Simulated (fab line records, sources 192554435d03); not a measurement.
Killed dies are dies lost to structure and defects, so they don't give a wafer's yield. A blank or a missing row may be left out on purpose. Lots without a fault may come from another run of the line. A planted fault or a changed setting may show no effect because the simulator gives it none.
Chamber matching | flow n5_finfet | N5_BEOL_M9_STRIP_19 on rie_diel-01: 4 sister chambers
The step strips in O2. 4 wafers are shown with their chamber, then 8 later ones without.

WAFERS WITH THEIR CHAMBER
wafer  | chamber | throttle_valve_pct (%)
L079.3 | 1       | 16.36
L086.1 | 3       | 16.15
L086.3 | 2       | 16.90
L091.2 | 0       | 16.86

WAFERS WITHOUT THEIR CHAMBER
wafer  | throttle_valve_pct (%)
L091.3 | 16.17
L091.4 | 16.41
L095.1 | 16.93
L095.3 | 16.39
L095.4 | 16.88
L097.2 | 16.93
L097.5 | 16.88
L097.6 | 16.44

WHICH CHAMBER EACH WENT THROUGH
wafer  | from the rows above     | in truth
L091.3 | 3                       | 3
L091.4 | 1                       | 1
L095.1 | can't be placed: 2 or 0 | 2
L095.3 | 1                       | 1
L095.4 | can't be placed: 0 or 2 | 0
L097.2 | can't be placed: 2 or 0 | 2
L097.5 | can't be placed: 0 or 2 | 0
L097.6 | 1                       | 1
Placed correctly: 4 of 8. Can't be placed from these rows: 4 (the true chamber is among the candidates in 4). Placed wrongly: 0.
How it was worked out, from the rows above alone: a wafer's distance from a chamber is the root of the sum, over the readings, of the square of ((its reading less the chamber's mean) divided by the reading's scatter). The wafer belongs to the nearest chamber; if the next one is less than 2 further off, it can't be placed. A chamber's mean is the mean of its shown wafers. The scatter: with one shown wafer a chamber, the root of the mean of the squares of how far each hidden wafer lies from its nearest shown one.
